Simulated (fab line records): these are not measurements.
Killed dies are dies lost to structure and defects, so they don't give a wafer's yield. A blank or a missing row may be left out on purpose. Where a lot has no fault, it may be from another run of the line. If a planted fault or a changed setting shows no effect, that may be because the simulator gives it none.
fab line records	flow n5-finfet
record: lots: 6	wafers: 18	last-day: 17
route steps=1938 shown SDB@362 BEOL_M4@1111 PASSIVATION@1936
lots that met no fault: from a run of the same line without faults
start-h: start of the lot's first displayed wafer, in hours after the record's first day	wait-h: hours elapsed since this lot's preceding step	" repeats the value in the row above	L1.1+2: a row that stands for several wafers	- no value, or no start was given	* or withheld: withheld	< > ~ a bound
route shown NAME@n: a module of which the file shows steps, and the number in the route of the first	usual: mean/standard deviation taken from wafers without a fault	same: alike in all rows	chamber/n: place in a boat	sites: the reading at each site	_std_site: their standard deviation	_edge_site: outer sites' mean less inner sites'	radius-mm: how far each site lies from the wafer's centre	mask NAME#n: copy n	behind: the last tool/chamber to shape the wafer	hold: why the lot went on hold/how many hours it stayed there/how the hold came to an end	device: whichever transistor did not switch (one of n, p or np)	end of line: the route-end tests of the same wafers	a step with no rows: only its recipe	killed: at the first sort, the dies lost to defects and structure; wafer yield is something else	map: dies across one wafer; x = killed, . = not, _ = none there
set.NAME: the setting that was run; set.NAME@STEP: the one run at that earlier step	model.NAME: the simulator's own value behind a step, which no gauge read
certain route steps with their lots: each step a table, each wafer a row
services: when a tool's chamber went out of use (start-h, in hours from the record's first day, below 0 if earlier), for how many hours, and the reason
== steps ==
step: N5_SDB_STRIP_19
recipe: chemistry: N2/H2	temp-c: 40	n2-flow-sccm: 200	h2-flow-sccm: 200	rf-frequency-hz: 6e+07
step: N5_SDB_STRIP_21
recipe: chemistry: CF4	resist: SiARC	power-w: 300	bias-power-w: 75	pressure-mtorr: 50	cf4-flow-sccm: 150	rf-frequency-hz: 6e+07
usual: bias-power-w: 75.00/0.22	drypump-motor-current-A: 5.8/0.44	oes-product-au: 0.77/0.072	rf-vpp-V: 270.9/1.3	showerhead-plenum-p-Torr: 1.78/0.047	throttle-valve-pct: 13.54/0.25
lot.wafer	tool	chamber	start-h	wait-h	bias-power-w	drypump-motor-current-A	oes-product-au	rf-hours-counter-h	rf-vpp-V	showerhead-plenum-p-Torr	throttle-valve-pct
L655.1	rie-diel-03	1	82.09	0.0	74.83	5.8	0.70	211	272.3	1.78	13.85
L655.3	"	3	"	"	75.05	5.2	0.70	212	271.9	1.85	13.85
L655.4	"	2	"	"	74.72	6.0	0.79	92	272.4	1.81	13.41
L659.1	rie-diel-03	0	106.56	0.0	75.29	6.1	0.91	16	269.6	1.76	13.21
L659.3	"	1	"	"	75.09	5.8	0.69	220	271.6	1.77	13.85
L659.4	"	2	"	"	74.93	6.0	0.78	101	271.5	1.81	13.41
L662.2	rie-diel-01	1	128.88	0.0	75.41	5.9	0.86	59	271.6	1.82	13.54
L662.3	"	0	"	"	74.58	5.6	0.75	154	270.7	1.80	13.41
L662.4	"	2	"	"	74.83	6.4	0.77	127	270.3	1.80	13.94
L672.2	rie-diel-04	1	185.14	0.0	74.83	5.6	0.67	242	273.1	1.83	13.72
L672.4	"	0	"	"	74.72	5.7	0.81	92	269.2	1.74	13.74
L672.6	"	0	"	"	75.05	5.7	0.80	-	269.4	1.74	13.74
L674.1	rie-diel-01	0	197.15	0.0	74.94	5.7	0.73	181	270.9	1.79	13.47
L674.3	"	3	"	"	74.81	6.4	0.93	14	273.8	1.89	13.19
L674.5	"	1	"	"	75.03	6.0	0.82	-	271.7	1.81	13.60
L675.3	rie-diel-04	0	205.46	0.0	75.13	5.6	0.79	101	271.0	1.74	13.74
L675.5	"	3	"	"	74.80	6.2	0.77	-	269.6	1.73	13.26
L675.6	"	0	"	"	74.87	5.7	0.79	-	269.9	1.74	13.76
step: N5_SDB_HM_OPEN_20
recipe: chemistry: CH3F/O2	target: SiNx	mask-material: SOC	target-depth-a: 240	stop-on: poly-Si	over-etch-frac: 0.4	ion-energy-ev: 120	pressure-mtorr: 30	source-w: 395	bias-w: 73	Ar_flow_sccm: 150	CH3F_flow_sccm: 30	O2_flow_sccm: 20
usual: drypump-motor-current-A: 5.8/0.44	mfc-ar-sccm: 150.0/0.48	oes-product-au: 0.64/0.06	rf-vpp-V: 298.7/2.3	showerhead-plenum-p-Torr: 1.98/0.057	throttle-valve-pct: 16.30/0.25
lot.wafer	tool	chamber	start-h	wait-h	drypump-motor-current-A	mfc-ar-sccm	oes-product-au	rf-hours-counter-h	rf-vpp-V	showerhead-plenum-p-Torr	throttle-valve-pct
L655.1	rie-diel-03	1	82.11	0.0	5.8	149.5	0.57	211	294.2	1.98	16.57
L655.3	"	3	"	"	5.2	149.4	0.59	212	296.6	2.06	16.57
L655.4	"	2	"	"	6.0	150.2	0.65	92	302.2	2.03	16.17
L659.1	rie-diel-03	0	106.58	0.0	6.1	150.0	0.75	16	299.6	1.96	16.00
L659.3	"	1	"	"	5.8	150.3	0.56	220	295.2	1.98	16.60
L659.4	"	2	"	"	6.0	150.0	0.65	101	303.2	2.02	16.19
L662.2	rie-diel-01	1	128.90	0.0	5.9	149.3	0.71	59	300.0	2.03	16.31
L662.3	"	0	"	"	5.6	150.2	0.61	154	297.5	2.00	16.10
L662.4	"	2	"	"	6.4	150.1	0.65	127	300.3	2.01	16.74
L672.2	rie-diel-04	1	185.16	0.0	5.6	150.1	0.55	242	297.6	2.06	16.47
L672.4	"	0	"	"	5.7	149.9	0.69	92	297.5	1.93	16.55
L672.6	"	0	"	"	5.7	149.8	0.67	-	295.1	1.93	16.54
L674.1	rie-diel-01	0	197.17	0.0	5.7	149.8	0.60	181	298.9	2.00	16.16
L674.3	"	3	"	"	6.4	149.8	0.76	14	304.8	2.13	16.00
L674.5	"	1	"	"	5.9	150.4	0.68	-	301.2	2.02	16.38
L675.3	rie-diel-04	0	205.48	0.0	5.7	150.1	0.66	101	296.6	1.93	16.58
L675.5	"	3	"	"	6.2	150.5	0.64	-	300.6	1.93	16.03
L675.6	"	0	"	"	5.7	149.9	0.66	-	295.9	1.93	16.56
step: N5_SDB_STRIP_22
recipe: chemistry: N2/H2	power-w: 1000	temp-c: 250	h2-frac: 0.65	overash-fraction: 0.3	pressure-mtorr: withheld	n2-flow-sccm: 1750	h2-flow-sccm: 3250
usual: drypump-motor-current-A: 6.2/0.35	heater-power-w: 348/27	oes-product-au: 0.714/0.0046	strip-time-to-endpoint-s: 96.3/0.37
lot.wafer	tool	chamber	start-h	wait-h	drypump-motor-current-A	heater-power-w	oes-product-au	rf-hours-counter-h	strip-time-to-endpoint-s
L655.1	plasma-asher-01	0	82.19	0.1	6.1	348	0.716	85	96.1
L655.3	"	1	"	"	6.4	322	0.710	-	96.4
L655.4	"	0	"	"	6.1	358	0.720	-	96.1
L659.1	plasma-asher-01	0	106.66	0.1	6.1	348	0.717	90	96.8
L659.3	"	1	"	"	6.5	315	0.713	-	97.5
L659.4	"	0	"	"	6.1	350	0.710	-	97.0
L662.2	plasma-asher-01	1	128.98	0.1	6.5	309	0.716	94	95.9
L662.3	"	0	"	"	6.1	348	0.719	-	96.0
L662.4	"	1	"	"	6.5	311	0.715	-	95.8
L672.2	plasma-asher-01	0	185.24	0.1	6.1	352	0.718	107	96.4
L672.4	"	1	"	"	6.5	307	0.707	-	96.5
L672.6	"	0	"	"	6.1	352	0.729	-	96.3
L674.1	plasma-asher-02	0	197.25	0.1	6.5	384	0.713	63	96.3
L674.3	"	1	"	"	5.6	368	0.704	-	96.1
L674.5	"	0	"	"	6.5	384	0.716	-	96.1
L675.3	plasma-asher-01	0	205.60	0.1	6.1	347	0.718	-	96.2
L675.5	"	0	"	"	6.1	347	0.711	-	96.0
L675.6	"	1	"	"	6.5	315	0.721	-	96.1
step: N5_SDB_PRECLEAN_23
recipe: chemistry: dHF	time-s: 30	temp-c: 25	dilution: withheld
step: N5_SDB_DUMMY_REMOVE_24
recipe: chemistry: TMAH	temp-c: 70	target: poly-Si	stop-on: SiO2	target-depth-nm: 142	conc-wt-pct: 5	time-s: 57	dry: ipa-marangoni	rinse-time-s: 30	rinse-temp-c: 23
step: N5_SDB_ETCH_25
recipe: chemistry: C4F6/O2	target: SiO2	target-depth-a: 100	time-s: 3.3	ion-energy-ev: 250	mask-material: SiNx	pressure-mtorr: 30	source-w: 345	bias-w: 185	Ar_flow_sccm: 300	C4F6_flow_sccm: 10	O2_flow_sccm: 10
usual: drypump-motor-current-A: 5.9/0.42	mfc-ar-sccm: 300.0/0.85	oes-product-au: 0.79/0.081	rf-vpp-V: 670/4.9	showerhead-plenum-p-Torr: 2.84/0.078	throttle-valve-pct: 21.18/0.27
lot.wafer	tool	chamber	start-h	wait-h	drypump-motor-current-A	mfc-ar-sccm	oes-product-au	rf-hours-counter-h	rf-vpp-V	showerhead-plenum-p-Torr	throttle-valve-pct
L655.1	rie-diel-01	1	82.41	0.0	6.0	300.5	0.92	38	675	2.90	21.20
L655.3	"	3	"	"	6.4	299.3	0.68	243	669	2.69	21.18
L655.4	"	2	"	"	6.4	299.3	0.81	107	673	2.87	21.61
L659.1	rie-diel-01	2	106.90	0.0	6.5	299.3	0.80	115	674	2.87	21.60
L659.3	"	1	"	"	6.0	300.0	0.89	47	674	2.90	21.20
L659.4	"	0	"	"	5.6	299.0	0.76	-	667	2.86	20.89
L662.2	rie-diel-01	2	131.01	1.8	6.5	300.2	0.78	128	671	2.86	21.62
L662.3	"	1	"	"	6.0	298.9	0.88	60	676	2.89	21.23
L662.4	"	3	"	"	6.4	300.9	0.99	5	680	3.02	20.85
L672.2	rie-diel-04	2	185.52	0.1	5.0	300.3	0.71	201	663	2.72	20.92
L672.4	"	1	"	"	5.6	300.6	0.67	242	666	2.92	21.26
L672.6	"	0	"	"	5.7	300.2	0.82	-	663	2.75	21.41
L674.1	rie-diel-03	3	197.63	0.2	5.2	299.1	0.68	241	665	2.92	21.44
L674.3	"	2	"	"	6.0	300.7	0.77	121	676	2.87	21.05
L674.5	"	2	"	"	6.0	300.0	0.76	-	675	2.87	21.03
L675.3	rie-diel-04	2	206.41	0.7	5.0	300.5	0.70	210	664	2.72	20.92
L675.5	"	2	"	"	5.0	299.0	0.70	-	663	2.72	20.93
L675.6	"	3	"	"	6.2	299.9	0.79	-	673	2.75	20.84
step: N5_SDB_CUT_ETCH_26
recipe: chemistry: HBr/Cl2/O2	target: Si	target-depth-a: 1296	bt-time-s: 20	mask-material: SiNx	time-s: 51.8	ion-energy-ev: *	bias-w: *	pressure-mtorr: 10	icp-w: 800	HBr_flow_sccm: 150	Cl2_flow_sccm: 80	O2_flow_sccm: 12
step: N5_SDB_PRECLEAN_38
recipe: chemistry: dHF	time-s: 10	dilution: 750:1	temp-c: 25
step: N5_SDB_PRECLEAN_39
recipe: chemistry: O3/DIW	time-s: 45	temp-c: 22	o3-ppm: 10
step: N5_SDB_SRD_28
recipe: dry: ipa-marangoni	time-s: 30	temp-c: 23	rinse-liquid: diw
step: N5_SDB_ALD_29
recipe: material: SiNx	target-thk-a: 300	temp-c: 400	ald-precursor-family: SiH2I2	ald-co-reactant: N2/H2-plasma	pulse-time-s: 1	ald-cycles: 600	purge-time-s: 2	co-reactant-purge-time-s: 2	pressure-torr: 2
usual: heater-power-w: 859/120	precursor-pulse-height-rel: 1.000/0.018
same: ald-cycles: 600
lot.wafer	tool	chamber	start-h	wait-h	heater-power-w	precursor-pulse-height-rel
L655.1	ald-sin-04	0	82.68	0.0	894	1.009
L655.3	"	2	"	"	701	0.969
L655.4	"	3	"	"	928	0.992
L659.1	ald-sin-02	3	107.16	0.0	767	1.015
L659.3	"	2	"	"	949	0.983
L659.4	"	0	"	"	935	1.004
L662.2	ald-sin-01	1	131.27	0.0	775	0.996
L662.3	"	2	"	"	676	1.021
L662.4	"	3	"	"	847	0.999
L672.2	ald-sin-02	2	185.78	0.0	966	1.010
L672.4	"	0	"	"	931	0.992
L672.6	"	3	187.13	1.4	766	1.035
L674.1	ald-sin-01	1	197.90	0.0	808	0.988
L674.3	"	0	"	"	846	0.995
L674.5	"	0	199.25	1.4	830	1.024
L675.3	ald-sin-01	2	206.69	0.0	674	0.970
L675.5	"	0	208.04	1.4	866	0.986
L675.6	"	1	"	"	816	0.977
step: N5_SDB_CMP_30
recipe: stop-on: poly-Si	t-overpolish-s: 1.54	post-cmp-clean: alkaline-brush	down-force-psi: 4.1491	platen-rpm: 51.796	pad-velocity-m-s: 1.0306	target-thk-nm: 30
usual: head-pressure-psi: 4.149/0.0095	motor-current-A: 12.4/1.3	overpolish-run-s: 1.539/0.0096	time-to-endpoint-s: 17.2/2.3
lot.wafer	tool	chamber	start-h	wait-h	head-pressure-psi	motor-current-A	overpolish-run-s	time-to-endpoint-s
L655.1	cmp-03	0	85.45	1.4	4.146	11.2	1.540	15.7
L655.3	"	1	"	"	4.133	10.3	1.543	17.4
L655.4	"	2	"	"	4.133	10.9	1.535	13.5
L659.4	cmp-03	1	110.06	1.5	3.805	9.8	1.527	18.2
L659.3	"	2	"	"	3.792	10.4	1.544	15.8
L659.1	"	3	"	"	3.818	10.2	1.557	17.4
L662.4	cmp-03	3	134.01	1.4	3.804	10.4	1.537	19.0
L662.2	"	1	"	"	3.784	10.3	1.546	19.9
L662.3	"	2	"	"	3.800	10.5	1.541	17.0
L672.2	cmp-04	1	188.52	1.4	4.141	13.0	1.531	19.2
L672.4	"	3	"	"	4.139	13.1	1.534	18.8
L672.6	"	1	"	"	4.146	13.2	1.536	18.1
L674.1	cmp-01	0	200.69	1.4	4.158	13.3	1.531	18.4
L674.3	"	1	"	"	4.149	11.5	1.534	16.6
L674.5	"	0	"	"	4.145	12.5	1.549	18.5
L675.3	cmp-03	0	209.54	1.5	4.147	11.3	1.549	18.7
L675.6	"	1	"	"	4.141	9.9	1.525	19.5
L675.5	"	2	"	"	4.143	11.0	1.558	18.8
step: N5_SDB_THK_MEAS_31
recipe: reads: a-Si_of_DUMMY_GATE_CVD_03
usual: SDB_THK: 64.3/0.89
lot.wafer	tool	chamber	start-h	wait-h	SDB_THK[nm]
L655.1	film-metro-01	-	85.70	-	66.4
L655.3	"	-	"	"	64.8
L655.4	"	-	"	"	65.8
L659.1	film-metro-02	-	110.35	-	66.2
L659.3	"	-	"	"	65.3
L659.4	"	-	"	"	65.4
L662.2	film-metro-02	-	134.30	-	64.2
L662.3	"	-	"	"	64.0
L662.4	"	-	"	"	65.4
L672.2	film-metro-01	-	188.81	-	64.5
L672.4	"	-	"	"	63.8
L672.6	"	-	"	"	64.1
L674.1	film-metro-02	-	200.95	-	65.6
L674.3	"	-	"	"	65.6
L674.5	"	-	"	"	66.5
L675.3	film-metro-02	-	209.72	-	63.1
L675.5	"	-	"	"	64.5
L675.6	"	-	"	"	62.8
step: N5_BEOL_M4_RC_MEAS_101
usual: DIBL_N: 35.7/1.3	DIBL_P: 36.0/1.6	IOFF_N: 0.154/0.025	IOFF_P: 0.21/0.034	ION_N: 675/9.7	ION_P: 465/7.4	SS_N: 71.3/0.55	SS_P: 73.1/0.52	VT_N: 250/3	VT_P: -249/3.6
lot.wafer	tool	chamber	start-h	wait-h	DIBL_N[mV/V]	DIBL_P[mV/V]	IOFF_N[nA/um]	IOFF_P[nA/um]	ION_N[uA/um]	ION_P[uA/um]	SS_N[mV/dec]	SS_P[mV/dec]	VT_N[mV]	VT_P[mV]
L655.1	prober-02	0	184.95	0.0	34.9	35.2	0.124	0.18	657	460	71.4	73.3	254	-251
L655.3	"	0	"	"	35.8	36.1	0.137	0.19	658	454	72.1	73.0	256	-253
L655.4	"	0	"	"	34.7	35.2	0.116	0.18	660	458	71.3	73.3	252	-255
L659.1	prober-01	0	214.29	0.0	37.6	38.2	0.188	0.27	678	468	72.0	72.7	248	-245
L659.3	"	0	"	"	36.7	37.6	0.165	0.25	678	471	71.1	72.9	250	-246
L659.4	"	0	"	"	35.5	36.1	0.146	0.23	676	470	71.0	72.8	249	-247
L662.2	prober-01	0	230.79	0.2	37.4	39.0	0.197	0.25	684	475	72.0	73.7	247	-245
L662.3	"	0	"	"	36.9	38.9	0.195	0.25	681	480	71.3	73.8	245	-246
L662.4	"	0	"	"	34.4	35.3	0.130	0.19	654	456	71.0	73.1	251	-252
L672.2	prober-02	0	295.08	0.2	35.6	35.3	0.163	0.22	692	469	71.6	73.0	246	-246
L672.4	"	0	"	"	34.8	34.3	0.151	0.21	667	460	71.0	72.2	248	-250
L672.6	"	0	"	"	34.4	33.5	0.129	0.19	676	468	70.6	72.0	252	-250
L675.3	prober-02	0	302.69	0.3	37.6	36.8	0.171	0.22	672	462	71.6	73.0	248	-248
L675.5	"	0	"	"	36.8	35.1	0.152	0.20	670	456	71.7	73.1	249	-251
L675.6	"	0	"	"	37.0	35.8	0.167	0.20	675	463	71.2	74.0	250	-250
L674.1	prober-01	0	304.10	0.0	36.6	34.7	0.138	0.22	674	473	71.6	72.0	252	-247
L674.3	"	0	"	"	38.0	36.2	0.171	0.24	689	471	71.8	72.2	247	-245
L674.5	"	0	"	"	36.0	33.8	0.132	0.20	670	473	70.4	72.3	250	-245
step: N5_PASSIVATION_PROBE_49
usual: defect-limited-yield: 91.6/1.4	killed_at_M0_to_M3: 35/10	killed_at_M4_up: 13/5.3	killed-at-contacts: 12/5.9	killed-at-front-end: 36/9.9	killed-at-other: 3.2/3	killed-dies: 99/16	killed-on-rim: 13/3.9	killed-open: 66/12	killed-short: 32/7.7	sort_bin_5_function: 4.9/0.91	sort_bin_6_memory: 3.2/0.65	sort-n-pass: 1081/16	sort-yield-pct: 91.6/1.4
same: gross-dies: 1180	killed-at-back-side: 0	sort_bin_4_leakage[%]: 0	sort_bin_8_speed[%]: 0
lot.wafer	tool	chamber	start-h	wait-h	defect-limited-yield[%]	killed_at_M0_to_M3	killed_at_M4_up	killed-at-contacts	killed-at-front-end	killed-at-other	killed-dies	killed-on-rim	killed-open	killed-short	sort_bin_5_function[%]	sort_bin_6_memory[%]	sort-n-pass	sort-yield-pct[%]
L672.2	prober-01	-	391.07	0.1	93.1	39	9	13	20	1	82	7	60	21	3.6	3.1	1098	93.1
L672.4	prober-01	-	391.17	0.2	91.3	44	18	16	21	4	103	10	67	35	5.0	3.4	1077	91.3
L672.6	prober-01	-	391.27	0.3	91.0	40	24	12	28	2	106	14	78	27	4.5	4.2	1074	91.0
L675.3	prober-01	-	409.67	0.3	91.3	43	5	6	47	2	103	17	63	32	5.3	2.6	1077	91.3
L675.5	prober-01	-	409.77	0.4	90.9	39	8	20	40	0	107	14	54	52	4.3	4.2	1073	90.9
L675.6	prober-01	-	409.82	0.4	91.4	18	13	7	57	6	101	10	58	37	4.6	3.1	1079	91.4
killed by level:class
L672.2 MOL_CONTACT_COAG:geometric-particle:open=11 BEOL_M2:geometric-particle:open=10 BEOL_M1:geometric-particle:open=8 BEOL_M3:geometric-particle:open=8 DUMMY_GATE:geometric-particle:open=5 BEOL_M0_SAQP:geometric-particle:open=5 STI_FIN_REVEAL:geometric-particle:open=4 BEOL_M3:geometric-particle:short=3
L672.4 BEOL_M0_SAQP:geometric-particle:short=16 MOL_CONTACT_COAG:geometric-particle:open=14 BEOL_M0_SAQP:geometric-particle:open=10 BEOL_M4:geometric-particle:open=10 STI_FIN_REVEAL:geometric-particle:open=8 BEOL_M2:geometric-particle:open=7 BEOL_M1:geometric-particle:open=5 BEOL_M3:geometric-particle:open=4
L672.6 BEOL_M4:geometric-particle:open=13 MOL_CONTACT_COAG:geometric-particle:open=12 BEOL_M1:geometric-particle:open=9 BEOL_M2:geometric-particle:open=9 BEOL_M3:geometric-particle:open=6 GATE_CUT:geometric-particle:short=5 BEOL_M4:geometric-particle:short=5 DUMMY_GATE:geometric-particle:open=4
L675.3 STI_FIN_REVEAL:geometric-particle:open=16 BEOL_M0_SAQP:geometric-particle:open=13 BEOL_M0_SAQP:geometric-particle:short=13 FIN_SAQP:geometric-particle:short=7 MOL_CONTACT_COAG:geometric-particle:open=6 BEOL_M2:geometric-particle:open=6 FIN_SAQP:geometric-particle:open=4 STI_FIN_REVEAL:geometric-particle:short=4
L675.5 BEOL_M0_SAQP:geometric-particle:short=19 FIN_SAQP:geometric-particle:short=15 MOL_CONTACT_COAG:geometric-particle:open=15 BEOL_M0_SAQP:geometric-particle:open=10 FIN_SAQP:geometric-particle:open=5 MOL_CONTACT_COAG:geometric-particle:short=5 BEOL_M2:geometric-particle:open=5 DUMMY_GATE:geometric-particle:open=4
L675.6 FIN_SAQP:geometric-particle:short=16 FIN_SAQP:geometric-particle:open=13 STI_FIN_REVEAL:geometric-particle:open=10 BEOL_M0_SAQP:geometric-particle:open=8 BEOL_M1:geometric-particle:open=6 GATE_CUT:geometric-particle:short=5 MOL_CONTACT_COAG:geometric-particle:open=5 BEOL_M5:geometric-particle:open=3
== services ==
tool	chamber	start-h	hours	kind
cmp-03	-	60.39	2.1	repair
cmp-01	-	65.73	1.8	repair
plasma-asher-02	-	83.80	5.7	repair
plasma-asher-02	-	92.91	0.8	repair
cmp-01	-	107.04	6.7	repair
rie-diel-03	-	109.52	28.1	pm
cmp-03	-	110.96	4.4	repair
ald-sin-02	-	113.10	2.8	pm
plasma-asher-02	-	133.59	3.5	repair
cmp-01	-	140.52	4.0	pm
plasma-asher-01	-	140.75	0.4	repair
rie-diel-01	0	143.31	8.5	repair
rie-diel-01	3	144.31	29.9	repair
plasma-asher-02	-	147.84	3.4	repair
rie-diel-03	2	156.59	4.1	repair
ald-sin-01	3	159.27	3.1	repair
cmp-03	-	159.50	0.4	repair
cmp-01	-	164.75	2.4	repair
cmp-01	-	174.15	0.4	repair
rie-diel-01	3	179.40	9.7	repair
plasma-asher-01	-	179.77	0.4	repair
cmp-03	-	181.27	4.8	repair
rie-diel-01	3	189.25	4.4	repair
ald-sin-01	2	208.67	6.7	repair
== key ==
first-sign: step: N5_SDB_CMP_30	reading: head-pressure-psi	direction: down	sigmas: 36	usual: 4.149	struck: 3.801
effect none on later readings
met-at N5_SDB_CMP_30
struck-wafers L659.1,L659.3,L659.4,L662.2,L662.3,L662.4
onset-between 85.45 110.06
fault: kind: process-parameter-drift	tool: cmp-03	chamber: -	onset-h: 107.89	steps: N5_SDB_CMP_30	channel: down-force-psi	offset: -0.34786	shape: step	end-h: 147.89	acts-in: these-recipes-only	stated: 4.1491
